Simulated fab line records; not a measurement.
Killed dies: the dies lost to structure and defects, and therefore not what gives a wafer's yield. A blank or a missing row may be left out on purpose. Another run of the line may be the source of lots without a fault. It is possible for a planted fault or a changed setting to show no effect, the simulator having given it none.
fab line records	flow n5-finfet
[record] lots = 11	wafers = 33	last-day = 17
route steps=1938 shown MIM_TOP_LITHO@1849 MIM_BOT_LITHO@1858 MIM_BOT_ETCH@1867 PASSIVATION@1936
lots that met no fault: taken from a fault-free run of the same line
start-h: hours from the record's first day to the start of the lot's first wafer shown	wait-h: hours since the lot's step before	" same as the row above	L1.1+2: several wafers, shown together as one row	- no value present, or no start provided	* or withheld: withheld	< > ~ a bound
route shown NAME@n: a module of which the file shows steps, and the number in the route of the first	usual: the fault-free wafers' mean and standard deviation	same: alike in all rows	chamber/n: place in a boat	sites: readings site by site	_std_site: their standard deviation	_edge_site: the outer-site mean with the inner-site mean subtracted	radius-mm: for every site, how far away it sits from the centre of the wafer	mask NAME#n: copy n	behind: tool/chamber where the wafer was last shaped	hold: the reason the lot was held/the length of the hold in hours/how it ended	device: the n, p or np transistor that did not switch	end of line: tests run on the same wafers once the route is complete	for a step that has no rows: nothing shown but its recipe	killed: count of dies lost to structure and defects at first sort (not the wafer's yield)	map: per-die view of a wafer (x killed, . not killed, _ where there is no die)
set.NAME: the setting the step ran with; set.NAME@STEP: the setting that earlier step ran with	model.NAME: the simulator's own value behind a step, which no gauge read
one table for each step of the route and one row for each wafer, over a sample of lots
services: the hour from which a tool's chamber was out of use, counted from the record's first day as start-h (under 0 if before that day), plus the number of hours and why
[[steps]]
[step N5_MIM_TOP_LITHO_INSPECT_12]
[recipe] mode = adi	inspect-instrument = macro
[usual] raw-defect-count = 2.0/1.4
lot.wafer	tool	chamber	start-h	wait-h	raw-defect-count
L702.1	defect-inspect-02	-	253.67	0.0	1
L702.2	"	-	"	"	0
L702.5	"	-	"	"	2
L704.1	defect-inspect-02	-	261.56	0.0	2
L704.2	"	-	"	"	2
L704.4	"	-	"	"	2
L703.1	defect-inspect-02	-	265.37	0.3	4
L703.2	"	-	"	"	0
L703.3	"	-	"	"	4
L706.2	defect-inspect-02	-	283.92	0.0	4
L706.3	"	-	"	"	0
L706.6	"	-	"	"	2
L707.1	defect-inspect-01	-	299.46	0.0	2
L707.4	"	-	"	"	0
L707.6	"	-	"	"	2
L709.3	defect-inspect-02	-	304.30	0.0	2
L709.4	"	-	"	"	3
L709.5	"	-	"	"	1
L712.1	defect-inspect-01	-	313.98	0.0	1
L712.2	"	-	"	"	5
L712.6	"	-	"	"	0
L717.1	defect-inspect-02	-	345.90	0.0	2
L717.3	"	-	"	"	2
L717.4	"	-	"	"	2
L721.1	defect-inspect-02	-	389.99	0.0	2
L721.4	"	-	"	"	3
L721.6	"	-	"	"	3
L722.1	defect-inspect-02	-	396.38	0.0	4
L722.2	"	-	"	"	2
L722.6	"	-	"	"	0
L724.1	defect-inspect-02	-	403.29	0.0	0
L724.4	"	-	"	"	2
L724.6	"	-	"	"	2
[step N5_MIM_BOT_LITHO_EXPOSE_05]
[recipe] mask-id = MIM_BOT	na = 0.55	source-shape = conventional	sigma-outer = 0.8	polarization = unpolarized	dose-mj = 24.25
[usual] focus-offset-nm = 0.1/0.51
[same] na = 0.55
lot.wafer	tool	chamber	start-h	wait-h	mask	focus-offset-nm
L702.1	krf-scanner-02	0	254.36	-	MIM_BOT#0	0.0
L702.2	"	0	"	"	MIM_BOT#0	-1.3
L702.5	"	0	"	"	MIM_BOT#0	0.1
L704.1	krf-scanner-02	0	262.25	-	MIM_BOT#0	0.0
L704.2	"	0	"	"	MIM_BOT#0	0.5
L704.4	"	0	"	"	MIM_BOT#0	-0.3
L703.1	krf-scanner-01	0	266.04	-	MIM_BOT#0	0.4
L703.2	"	0	"	"	MIM_BOT#0	-0.3
L703.3	"	0	"	"	MIM_BOT#0	-0.2
L706.2	krf-scanner-01	0	284.59	-	MIM_BOT#0	0.1
L706.3	"	0	"	"	MIM_BOT#0	-0.3
L706.6	"	0	"	"	MIM_BOT#0	0.4
L707.1	krf-scanner-01	0	300.04	-	MIM_BOT#0	0.3
L707.4	"	0	"	"	MIM_BOT#0	0.6
L707.6	"	0	"	"	MIM_BOT#0	0.4
L709.3	krf-scanner-01	0	304.99	-	MIM_BOT#0	0.1
L709.4	"	0	"	"	MIM_BOT#0	0.0
L709.5	"	0	"	"	MIM_BOT#0	-0.6
L712.1	krf-scanner-02	0	314.61	-	MIM_BOT#0	-0.3
L712.2	"	0	"	"	MIM_BOT#0	1.0
L712.6	"	0	"	"	MIM_BOT#0	0.4
L717.1	krf-scanner-02	0	346.70	-	MIM_BOT#0	0.7
L717.3	"	0	"	"	MIM_BOT#0	0.2
L717.4	"	0	"	"	MIM_BOT#0	0.5
L721.1	krf-scanner-02	0	391.14	-	MIM_BOT#0	-0.9
L721.4	"	0	"	"	MIM_BOT#0	0.4
L721.6	"	0	"	"	MIM_BOT#0	-0.3
L722.1	krf-scanner-01	0	397.11	-	MIM_BOT#0	0.4
L722.2	"	0	"	"	MIM_BOT#0	-0.2
L722.6	"	0	"	"	MIM_BOT#0	-0.1
L724.1	krf-scanner-02	0	404.19	-	MIM_BOT#0	0.4
L724.4	"	0	"	"	MIM_BOT#0	0.3
L724.6	"	0	"	"	MIM_BOT#0	0.8
[step N5_MIM_BOT_LITHO_CD_MEAS_08]
[recipe] target-cd-nm = 3000	landing-energy-ev = 500	detector = se-inlens	polarity = opening
[usual] cd-nm = 2999.9/1.8
[same] landing-energy-ev = 500
lot.wafer	tool	chamber	start-h	wait-h	cd-nm
L702.1	cd-sem-01	0	254.54	-	2999.8
L702.2	"	0	"	"	3001.7
L702.5	"	0	"	"	3003.1
L704.1	cd-sem-01	0	262.42	-	2999.7
L704.2	"	0	"	"	3002.8
L704.4	"	0	"	"	3003.4
L703.1	cd-sem-02	0	266.21	-	2996.6
L703.2	"	0	"	"	3001.7
L703.3	"	0	"	"	2999.4
L706.2	cd-sem-02	0	284.76	-	3002.5
L706.3	"	0	"	"	2999.2
L706.6	"	0	"	"	3003.3
L707.1	cd-sem-02	0	300.22	-	2999.9
L707.4	"	0	"	"	3000.7
L707.6	"	0	"	"	2998.0
L709.3	cd-sem-02	0	305.15	-	2998.6
L709.4	"	0	"	"	2996.3
L709.5	"	0	"	"	2999.9
L712.1	cd-sem-01	0	314.78	-	3000.0
L712.2	"	0	"	"	2997.4
L712.6	"	0	"	"	3000.1
L717.1	cd-sem-02	0	346.88	-	2998.2
L717.3	"	0	"	"	3001.1
L717.4	"	0	"	"	2997.4
L721.1	cd-sem-02	0	391.31	-	2999.4
L721.4	"	0	"	"	2997.6
L721.6	"	0	"	"	2996.9
L722.1	cd-sem-02	0	397.28	-	2998.1
L722.2	"	0	"	"	3002.3
L722.6	"	0	"	"	2997.0
L724.1	cd-sem-01	0	404.36	-	3003.8
L724.4	"	0	"	"	2999.5
L724.6	"	0	"	"	3000.4
[step N5_MIM_BOT_LITHO_OVL_MEAS_11]
[recipe] points-per-wafer = 44
[usual] MIM_BOT_OVL = -5/5.8
[same] points-per-wafer = 44
lot.wafer	tool	chamber	start-h	wait-h	MIM_BOT_OVL[nm]
L702.1	overlay-01	0	254.57	0.0	1
L702.2	"	0	"	"	5
L702.5	"	0	"	"	2
L704.1	overlay-01	0	262.45	0.0	-1
L704.2	"	0	"	"	2
L704.4	"	0	"	"	3
L703.1	overlay-02	0	266.24	0.0	0
L703.2	"	0	"	"	3
L703.3	"	0	"	"	-2
L706.2	overlay-02	0	284.79	0.0	-3
L706.3	"	0	"	"	-12
L706.6	"	0	"	"	-3
L707.1	overlay-02	0	300.25	0.0	-2
L707.4	"	0	"	"	2
L707.6	"	0	"	"	-4
L709.3	overlay-02	0	305.18	0.0	-5
L709.4	"	0	"	"	-1
L709.5	"	0	"	"	1
L712.1	overlay-01	0	314.81	0.0	-11
L712.2	"	0	"	"	-10
L712.6	"	0	"	"	-7
L717.1	overlay-01	0	346.91	0.0	-10
L717.3	"	0	"	"	-9
L717.4	"	0	"	"	-6
L721.1	overlay-01	0	391.34	0.0	512
L721.4	"	0	"	"	516
L721.6	"	0	"	"	517
L722.1	overlay-01	0	397.31	0.0	-1
L722.2	"	0	"	"	-5
L722.6	"	0	"	"	-8
L724.1	overlay-01	0	404.39	0.0	508
L724.4	"	0	"	"	508
L724.6	"	0	"	"	507
[step N5_MIM_BOT_ETCH_ETCH_03]
[recipe] chemistry = Cl2/BCl3	target-depth-a = 120	pressure-mtorr = 8	icp-w = 800	bias-w = 100	Cl2_flow_sccm = 20	bcl3-flow-sccm = 80
[usual] drypump-motor-current-A = 5.4/0.44	oes-product-au = 0.74/0.06	throttle-valve-pct = 27.4/0.32
lot.wafer	tool	chamber	start-h	wait-h	drypump-motor-current-A	oes-product-au	rf-hours-counter-h	throttle-valve-pct
L702.1	rie-metal-03	1	254.78	0.1	5.9	0.63	110	28.0
L702.2	"	0	"	"	4.8	0.68	76	27.7
L702.5	"	1	"	"	5.9	0.64	-	28.0
L704.1	rie-metal-01	0	262.67	0.1	4.9	0.70	74	27.4
L704.2	"	1	"	"	5.0	0.84	20	27.0
L704.4	"	0	"	"	4.9	0.70	-	27.4
L703.1	rie-metal-02	0	266.46	0.1	5.5	0.76	42	27.5
L703.2	"	1	"	"	5.9	0.77	45	27.0
L703.3	"	0	"	"	5.5	0.75	-	27.5
L706.2	rie-metal-03	1	285.00	0.1	5.8	0.63	112	28.0
L706.3	"	0	"	"	4.8	0.68	-	27.7
L706.6	"	0	"	"	4.8	0.68	-	27.8
L707.1	rie-metal-01	1	300.46	0.1	5.0	0.84	22	27.0
L707.4	"	0	"	"	4.9	0.70	-	27.4
L707.6	"	1	"	"	5.0	0.83	-	27.0
L709.3	rie-metal-02	0	305.42	0.1	5.6	0.74	-	27.5
L709.4	"	1	"	"	6.0	0.77	-	27.1
L709.5	"	0	"	"	5.5	0.74	-	27.5
L712.1	rie-metal-02	1	315.03	0.1	6.0	0.77	50	27.1
L712.2	"	0	"	"	5.5	0.74	47	27.5
L712.6	"	0	"	"	5.5	0.75	-	27.5
L717.1	rie-metal-02	1	347.16	0.1	6.0	0.76	52	27.1
L717.3	"	1	"	"	5.9	0.76	-	27.1
L717.4	"	0	"	"	5.6	0.73	-	27.5
L721.1	rie-metal-02	1	391.56	0.1	6.0	0.75	57	27.1
L721.4	"	1	"	"	5.9	0.75	-	27.1
L721.6	"	1	"	"	6.0	0.75	-	27.1
L722.1	rie-metal-01	0	397.67	0.1	4.9	0.68	85	27.4
L722.2	"	1	"	"	5.0	0.80	32	27.0
L722.6	"	0	"	"	4.9	0.68	-	27.4
L724.1	rie-metal-02	0	404.61	0.1	5.5	0.72	56	27.6
L724.4	"	1	"	"	5.9	0.75	-	27.1
L724.6	"	1	"	"	5.9	0.76	-	27.1
[step N5_PASSIVATION_PROBE_49]
[usual] defect-limited-yield = 91.1/1.4	killed_at_M0_to_M3 = 34/11	killed_at_M4_up = 14/5.7	killed-at-contacts = 14/6.9	killed-at-front-end = 40/11	killed-at-other = 4/3.1	killed-dies = 105/17	killed-open = 70/13	killed-short = 34/7.6	sort_bin_5_function = 5.3/0.95	sort_bin_6_memory = 3.3/0.64	sort-n-pass = 1075/17	sort-yield-pct = 91.1/1.4
[same] gross-dies = 1180	killed-at-back-side = 0	sort_bin_4_leakage[%] = 0	sort_bin_8_speed[%] = 0
lot.wafer	tool	chamber	start-h	wait-h	defect-limited-yield[%]	killed_at_M0_to_M3	killed_at_M4_up	killed-at-contacts	killed-at-front-end	killed-at-other	killed-dies	killed-open	killed-short	sort_bin_5_function[%]	sort_bin_6_memory[%]	sort-n-pass	sort-yield-pct[%]
L702.1	prober-02	-	266.81	0.0	91.3	32	23	14	30	4	103	72	30	5.7	2.8	1077	91.3
L702.2	prober-02	-	266.86	0.1	90.9	35	13	8	49	2	107	61	45	5.8	2.7	1073	90.9
L702.5	prober-02	-	267.01	0.2	91.2	33	9	17	39	6	104	64	40	5.4	2.9	1076	91.2
L704.1	prober-01	-	270.51	0.0	92.3	35	6	9	37	4	91	59	32	4.5	3.1	1089	92.3
L704.2	prober-01	-	270.56	0.1	88.6	53	11	10	52	8	134	88	43	6.2	4.7	1046	88.6
L704.4	prober-01	-	270.66	0.2	92.3	29	15	8	30	9	91	62	29	4.7	2.9	1089	92.3
L703.1	prober-02	-	278.40	0.0	90.0	17	20	24	53	4	118	86	30	5.7	4.2	1062	90.0
L703.2	prober-02	-	278.45	0.1	93.1	20	9	17	35	0	81	51	28	4.5	2.1	1099	93.1
L703.3	prober-02	-	278.50	0.1	91.4	43	7	11	40	1	102	62	38	4.5	3.6	1078	91.4
L706.2	prober-02	-	298.59	0.1	92.6	20	12	16	27	12	87	63	22	4.2	2.8	1093	92.6
L706.3	prober-02	-	298.64	0.1	93.9	24	4	6	37	1	72	49	20	3.5	2.5	1108	93.9
L706.6	prober-02	-	298.79	0.3	92.0	20	8	11	41	14	94	64	28	4.5	3.1	1086	92.0
L707.1	prober-01	-	310.99	0.0	93.7	19	11	17	16	11	74	52	22	4.0	2.1	1106	93.7
L707.4	prober-01	-	311.14	0.2	91.5	36	13	11	36	4	100	65	35	5.5	2.7	1080	91.5
L707.6	prober-01	-	311.24	0.3	92.2	36	15	11	26	4	92	59	33	5.8	1.9	1088	92.2
L709.3	prober-01	-	313.49	0.1	91.1	32	14	18	39	2	105	70	31	4.9	3.9	1075	91.1
L709.4	prober-01	-	313.54	0.2	91.9	32	15	15	32	2	96	58	35	4.5	3.1	1084	91.9
L709.5	prober-01	-	313.59	0.2	91.7	22	19	9	41	7	98	55	39	4.6	3.3	1082	91.7
L712.1	prober-01	-	329.17	0.0	91.8	35	11	15	36	0	97	67	28	5.3	2.8	1083	91.8
L712.2	prober-01	-	329.22	0.1	93.6	35	12	9	18	2	76	57	19	4.2	2.1	1104	93.6
L712.6	prober-01	-	329.42	0.3	89.9	33	14	9	60	3	119	83	31	6.5	3.5	1061	89.9
L717.1	prober-01	-	358.83	0.0	90.4	38	21	13	41	0	113	77	35	5.4	3.6	1067	90.4
L717.3	prober-01	-	358.93	0.1	93.7	31	8	5	26	4	74	43	30	3.6	2.4	1106	93.7
L717.4	prober-01	-	358.98	0.2	93.7	23	16	6	28	1	74	47	27	3.8	2.4	1106	93.7
L721.1	prober-01	-	403.27	0.0	93.3	24	10	13	28	4	79	49	30	4.7	1.7	1101	93.3
L721.4	prober-01	-	403.42	0.2	92.2	36	15	10	29	2	92	59	33	4.6	3.0	1088	92.2
L721.6	prober-01	-	403.52	0.3	89.9	55	13	16	33	2	119	84	35	5.5	4.2	1061	89.9
L722.1	prober-02	-	409.63	0.0	90.3	54	8	14	31	7	114	74	38	6.4	2.9	1066	90.3
L722.2	prober-02	-	409.68	0.1	90.7	50	10	10	35	5	110	78	32	6.0	3.2	1070	90.7
L722.6	prober-02	-	409.88	0.3	89.4	60	12	10	33	10	125	83	42	6.4	3.2	1055	89.4
L724.1	prober-01	-	413.92	0.0	91.4	27	21	12	42	0	102	70	31	5.0	3.4	1078	91.4
L724.4	prober-01	-	414.07	0.2	90.9	37	8	21	38	3	107	75	32	5.0	3.8	1073	90.9
L724.6	prober-01	-	414.17	0.3	92.6	44	9	19	14	1	87	58	29	4.0	3.1	1093	92.6
// killed by level:class
L702.1 BEOL_M4:geometric-particle:open=11 MOL_CONTACT_COAG:geometric-particle:open=10 BEOL_M3:geometric-particle:open=8 STI_FIN_REVEAL:geometric-particle:open=8 FIN_SAQP:geometric-particle:short=5 BEOL_M0_SAQP:geometric-particle:short=5 STARTING-WAFER:geometric-particle:open=5 GATE_CUT:geometric-particle:short=4
L702.2 FIN_SAQP:geometric-particle:open=12 BEOL_M0_SAQP:geometric-particle:short=10 FIN_SAQP:geometric-particle:short=9 MOL_CONTACT_COAG:geometric-particle:open=8 BEOL_M0_SAQP:geometric-particle:open=8 STI_FIN_REVEAL:geometric-particle:open=6 BEOL_M3:geometric-particle:short=6 BEOL_M1:geometric-particle:open=5
L702.5 MOL_CONTACT_COAG:geometric-particle:open=14 STI_FIN_REVEAL:geometric-particle:open=10 BEOL_M3:geometric-particle:short=9 FIN_SAQP:geometric-particle:short=6 BEOL_M0_SAQP:geometric-particle:short=6 BEOL_M0_SAQP:geometric-particle:open=6 BEOL_M3:geometric-particle:open=5 BEOL_M4:geometric-particle:open=5
L704.1 BEOL_M0_SAQP:geometric-particle:short=9 FIN_SAQP:geometric-particle:open=7 MOL_CONTACT_COAG:geometric-particle:open=7 BEOL_M0_SAQP:geometric-particle:open=7 BEOL_M3:geometric-particle:open=6 STI_FIN_REVEAL:geometric-particle:open=5 DUMMY_GATE:geometric-particle:open=5 FIN_SAQP:geometric-particle:short=4
L704.2 STI_FIN_REVEAL:geometric-particle:open=13 BEOL_M3:geometric-particle:open=13 BEOL_M0_SAQP:geometric-particle:short=12 BEOL_M0_SAQP:geometric-particle:open=12 DUMMY_GATE:geometric-particle:open=8 MOL_CONTACT_COAG:geometric-particle:open=8 FIN_SAQP:geometric-particle:open=5 FIN_SAQP:geometric-particle:short=4
L704.4 FIN_SAQP:geometric-particle:open=9 MOL_CONTACT_COAG:geometric-particle:open=8 BEOL_M0_SAQP:geometric-particle:short=8 BEOL_M1:geometric-particle:open=7 GATE_CUT:geometric-particle:short=6 BEOL_M3:geometric-particle:open=5 BEOL_M0_SAQP:geometric-particle:open=5 BEOL_M4:geometric-particle:open=5
L703.1 MOL_CONTACT_COAG:geometric-particle:open=19 FIN_SAQP:geometric-particle:short=11 DUMMY_GATE:geometric-particle:open=11 STI_FIN_REVEAL:geometric-particle:open=10 FIN_SAQP:geometric-particle:open=9 BEOL_M1:geometric-particle:open=8 BEOL_M4:geometric-particle:open=7 MOL_CONTACT_COAG:geometric-particle:short=5
L703.2 MOL_CONTACT_COAG:geometric-particle:open=13 FIN_SAQP:geometric-particle:short=7 BEOL_M0_SAQP:geometric-particle:open=7 BEOL_M0_SAQP:geometric-particle:short=6 STARTING-WAFER:geometric-particle:open=6 DUMMY_GATE:geometric-particle:open=4 GATE_CUT:geometric-particle:short=4 MOL_CONTACT_COAG:geometric-particle:short=4
L703.3 FIN_SAQP:geometric-particle:open=12 BEOL_M2:geometric-particle:short=10 BEOL_M2:geometric-particle:open=7 FIN_SAQP:geometric-particle:short=6 BEOL_M0_SAQP:geometric-particle:short=6 MOL_CONTACT_COAG:geometric-particle:open=6 BEOL_M1:geometric-particle:open=6 BEOL_M4:geometric-particle:open=6
L706.2 MOL_CONTACT_COAG:geometric-particle:open=12 FIN_SAQP:geometric-particle:open=11 BEOL_M0:geometric-particle:open=6 BEOL_M4:geometric-particle:open=6 BEOL_M0_SAQP:geometric-particle:open=5 MOL_CONTACT_COAG:geometric-particle:short=4 MIM_TOP_ETCH:geometric-particle:short=3 STI_FIN_REVEAL:geometric-particle:open=3
L706.3 FIN_SAQP:geometric-particle:open=12 FIN_SAQP:geometric-particle:short=6 STI_FIN_REVEAL:geometric-particle:open=6 BEOL_M1:geometric-particle:open=6 MOL_CONTACT_COAG:geometric-particle:open=5 BEOL_M1:geometric-particle:short=5 BEOL_M0_SAQP:geometric-particle:open=4 BEOL_M0:geometric-particle:open=4
L706.6 FIN_SAQP:geometric-particle:open=12 MOL_CONTACT_COAG:geometric-particle:open=11 BEOL_M0_SAQP:geometric-particle:short=8 FIN_SAQP:geometric-particle:short=7 STI_FIN_REVEAL:geometric-particle:open=5 BEOL_M4:geometric-particle:open=5 STARTING-WAFER:geometric-particle:open=5 PAD_METAL:geometric-particle:open=4
L707.1 MOL_CONTACT_COAG:geometric-particle:open=13 BEOL_M3:geometric-particle:open=10 MIM_BOT:geometric-particle:short=6 DUMMY_GATE:geometric-particle:open=4 MOL_CONTACT_COAG:geometric-particle:short=4 STARTING-WAFER:geometric-particle:short=4 BEOL_M0_SAQP:geometric-particle:open=3 BEOL_M2:geometric-particle:open=3
L707.4 BEOL_M0_SAQP:geometric-particle:short=12 BEOL_M3:geometric-particle:open=11 FIN_SAQP:geometric-particle:open=9 MOL_CONTACT_COAG:geometric-particle:open=9 BEOL_M0_SAQP:geometric-particle:open=5 BEOL_M4:geometric-particle:open=4 FIN_SAQP:geometric-particle:short=4 GATE_CUT:geometric-particle:short=4
L707.6 BEOL_M0_SAQP:geometric-particle:open=9 BEOL_M3:geometric-particle:open=9 BEOL_M0_SAQP:geometric-particle:short=7 BEOL_M4:geometric-particle:open=7 MOL_CONTACT_COAG:geometric-particle:open=6 GATE_CUT:geometric-particle:short=5 MOL_CONTACT_COAG:geometric-particle:short=5 BEOL_M2:geometric-particle:open=4
L709.3 MOL_CONTACT_COAG:geometric-particle:open=13 BEOL_M0_SAQP:geometric-particle:short=8 FIN_SAQP:geometric-particle:open=7 BEOL_M3:geometric-particle:open=6 DUMMY_GATE:geometric-particle:open=5 ILD0:geometric-particle:open=5 STI_FIN_REVEAL:geometric-particle:open=4 BEOL_M0_SAQP:geometric-particle:open=4
L709.4 BEOL_M0_SAQP:geometric-particle:short=13 FIN_SAQP:geometric-particle:open=10 MOL_CONTACT_COAG:geometric-particle:open=9 BEOL_M3:geometric-particle:open=7 BEOL_M0_SAQP:geometric-particle:open=6 MOL_CONTACT_COAG:geometric-particle:short=5 ILD0:geometric-particle:open=5 BEOL_M4:geometric-particle:open=5
L709.5 FIN_SAQP:geometric-particle:open=10 GATE_CUT:geometric-particle:open=8 GATE_CUT:geometric-particle:short=7 MOL_CONTACT_COAG:geometric-particle:open=6 BEOL_M4:geometric-particle:open=6 BEOL_M0_SAQP:geometric-particle:short=5 FIN_SAQP:geometric-particle:short=4 STI_FIN_REVEAL:geometric-particle:open=3
L712.1 STI_FIN_REVEAL:geometric-particle:open=13 BEOL_M3:geometric-particle:open=12 MOL_CONTACT_COAG:geometric-particle:open=11 BEOL_M0:geometric-particle:open=7 GATE_CUT:geometric-particle:short=5 MOL_CONTACT_COAG:geometric-particle:short=4 BEOL_M1:geometric-particle:open=4 FIN_SAQP:geometric-particle:open=3
L712.2 BEOL_M2:geometric-particle:open=15 MOL_CONTACT_COAG:geometric-particle:open=8 FIN_SAQP:geometric-particle:short=6 BEOL_M3:geometric-particle:open=6 BEOL_M0_SAQP:geometric-particle:open=5 BEOL_M4:geometric-particle:open=5 BEOL_M0_SAQP:geometric-particle:short=4 GATE_CUT:geometric-particle:short=3
L712.6 BEOL_M2:geometric-particle:open=16 FIN_SAQP:geometric-particle:open=13 STI_FIN_REVEAL:geometric-particle:open=13 MOL_CONTACT_COAG:geometric-particle:open=8 BEOL_M0_SAQP:geometric-particle:short=6 BEOL_M3:geometric-particle:open=6 STARTING-WAFER:geometric-particle:open=5 GATE_CUT:geometric-particle:open=5
L717.1 BEOL_M0_SAQP:geometric-particle:open=12 BEOL_M4:geometric-particle:open=11 MOL_CONTACT_COAG:geometric-particle:open=11 FIN_SAQP:geometric-particle:short=10 BEOL_M0_SAQP:geometric-particle:short=9 FIN_SAQP:geometric-particle:open=8 STI_FIN_REVEAL:geometric-particle:open=6 BEOL_M2:geometric-particle:open=5
L717.3 BEOL_M1:geometric-particle:open=9 FIN_SAQP:geometric-particle:short=6 BEOL_M0_SAQP:geometric-particle:short=6 BEOL_M2:geometric-particle:open=5 STI_FIN_REVEAL:geometric-particle:open=3 ILD0:geometric-particle:short=3 MOL_CONTACT_COAG:geometric-particle:open=3 BEOL_M0_SAQP:geometric-particle:open=3
L717.4 BEOL_M4:geometric-particle:open=10 STI_FIN_REVEAL:geometric-particle:open=8 BEOL_M0_SAQP:geometric-particle:short=7 FIN_SAQP:geometric-particle:open=6 MOL_CONTACT_COAG:geometric-particle:open=6 BEOL_M0_SAQP:geometric-particle:open=6 BEOL_M2:geometric-particle:open=6 GATE_CUT:geometric-particle:short=4
L721.1 MOL_CONTACT_COAG:geometric-particle:open=10 FIN_SAQP:geometric-particle:open=7 BEOL_M0_SAQP:geometric-particle:open=7 STI_FIN_REVEAL:geometric-particle:open=6 BEOL_M0_SAQP:geometric-particle:short=5 FIN_SAQP:geometric-particle:short=4 BEOL_M3:geometric-particle:open=4 GATE_CUT:geometric-particle:short=3
L721.4 BEOL_M0_SAQP:geometric-particle:open=10 STI_FIN_REVEAL:geometric-particle:open=8 MOL_CONTACT_COAG:geometric-particle:open=8 BEOL_M2:geometric-particle:open=7 BEOL_M3:geometric-particle:open=7 FIN_SAQP:geometric-particle:short=5 GATE_CUT:geometric-particle:short=4 BEOL_M0_SAQP:geometric-particle:short=4
L721.6 STI_FIN_REVEAL:geometric-particle:open=13 MOL_CONTACT_COAG:geometric-particle:open=12 BEOL_M0_SAQP:geometric-particle:open=12 BEOL_M0_SAQP:geometric-particle:short=10 BEOL_M0:geometric-particle:open=9 BEOL_M3:geometric-particle:open=6 BEOL_M2:geometric-particle:open=5 FIN_SAQP:geometric-particle:open=4
L722.1 BEOL_M0_SAQP:geometric-particle:open=22 BEOL_M0_SAQP:geometric-particle:short=14 STI_FIN_REVEAL:geometric-particle:open=12 MOL_CONTACT_COAG:geometric-particle:open=10 BEOL_M1:geometric-particle:open=7 FIN_SAQP:geometric-particle:short=4 MOL_CONTACT_COAG:geometric-particle:short=4 STI_FIN_REVEAL:geometric-particle:short=3
L722.2 BEOL_M1:geometric-particle:open=14 STI_FIN_REVEAL:geometric-particle:open=13 BEOL_M0_SAQP:geometric-particle:short=10 MOL_CONTACT_COAG:geometric-particle:open=7 BEOL_M0:geometric-particle:open=6 BEOL_M2:geometric-particle:open=6 FIN_SAQP:geometric-particle:short=5 BEOL_M0_SAQP:geometric-particle:open=5
L722.6 BEOL_M0_SAQP:geometric-particle:open=22 BEOL_M0_SAQP:geometric-particle:short=14 STI_FIN_REVEAL:geometric-particle:open=11 BEOL_M1:geometric-particle:open=11 MOL_CONTACT_COAG:geometric-particle:open=7 BEOL_M3:geometric-particle:open=6 BEOL_M4:geometric-particle:open=5 GATE_CUT:geometric-particle:short=5
L724.1 MOL_CONTACT_COAG:geometric-particle:open=11 STI_FIN_REVEAL:geometric-particle:open=10 GATE_CUT:geometric-particle:short=8 BEOL_M4:geometric-particle:open=6 BEOL_M0_SAQP:geometric-particle:open=6 FIN_SAQP:geometric-particle:open=5 BEOL_M0_SAQP:geometric-particle:short=5 BEOL_M4:geometric-particle:short=5
L724.4 MOL_CONTACT_COAG:geometric-particle:open=17 BEOL_M2:geometric-particle:open=10 STI_FIN_REVEAL:geometric-particle:open=7 BEOL_M0_SAQP:geometric-particle:short=7 FIN_SAQP:geometric-particle:open=6 BEOL_M0_SAQP:geometric-particle:open=6 BEOL_M1:geometric-particle:open=6 GATE_CUT:geometric-particle:short=5
L724.6 MOL_CONTACT_COAG:geometric-particle:open=13 BEOL_M2:geometric-particle:open=12 BEOL_M0_SAQP:geometric-particle:open=9 BEOL_M0_SAQP:geometric-particle:short=9 MOL_CONTACT_COAG:geometric-particle:short=6 BEOL_M4:geometric-particle:open=5 FIN_SAQP:geometric-particle:open=3 BEOL_M0:geometric-particle:open=3
[[services]]
tool	chamber	start-h	hours	kind
krf-scanner-01	-	232.30	1.0	pm
rie-metal-01	-	243.20	14.6	pm
rie-metal-02	1	247.55	14.2	repair
krf-scanner-02	-	259.87	0.8	pm
krf-scanner-01	-	280.15	0.8	pm
krf-scanner-02	-	301.11	4.0	pm
rie-metal-03	1	307.70	-	clean
rie-metal-03	1	307.70	23.8	scheduled-down
rie-metal-03	1	307.70	23.8	vent-cycle
krf-scanner-02	-	315.67	1.3	pm
krf-scanner-02	-	320.67	0.6	repair
krf-scanner-02	0	321.37	-	calibration
rie-metal-03	-	321.59	1.4	pm
rie-metal-02	1	326.92	5.5	repair
krf-scanner-01	-	343.82	1.3	pm
rie-metal-02	0	366.10	2.4	repair
krf-scanner-02	-	369.85	1.0	pm
krf-scanner-02	-	372.59	0.8	repair
krf-scanner-02	-	382.76	0.3	repair
krf-scanner-01	0	395.52	-	calibration
krf-scanner-01	-	401.30	1.0	pm
[[key]]
[first-sign] step = N5_MIM_BOT_LITHO_OVL_MEAS_11	reading = MIM_BOT_OVL	direction = up	sigmas = 90	usual = -5	struck = 511
effect none on later readings
met-at N5_MIM_BOT_LITHO_EXPOSE_05
struck-lots L721,L724
not-acting-at N5_MIM_TOP_LITHO_INSPECT_12,N5_MIM_BOT_LITHO_CD_MEAS_08,N5_MIM_BOT_ETCH_ETCH_03
onset-between 346.70 391.14
[fault] kind = scanner-matching-overlay	tool = krf-scanner-02	chamber = -	onset-h = 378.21	steps = N5_MIM_BOT_LITHO_EXPOSE_05	offset = 512.87
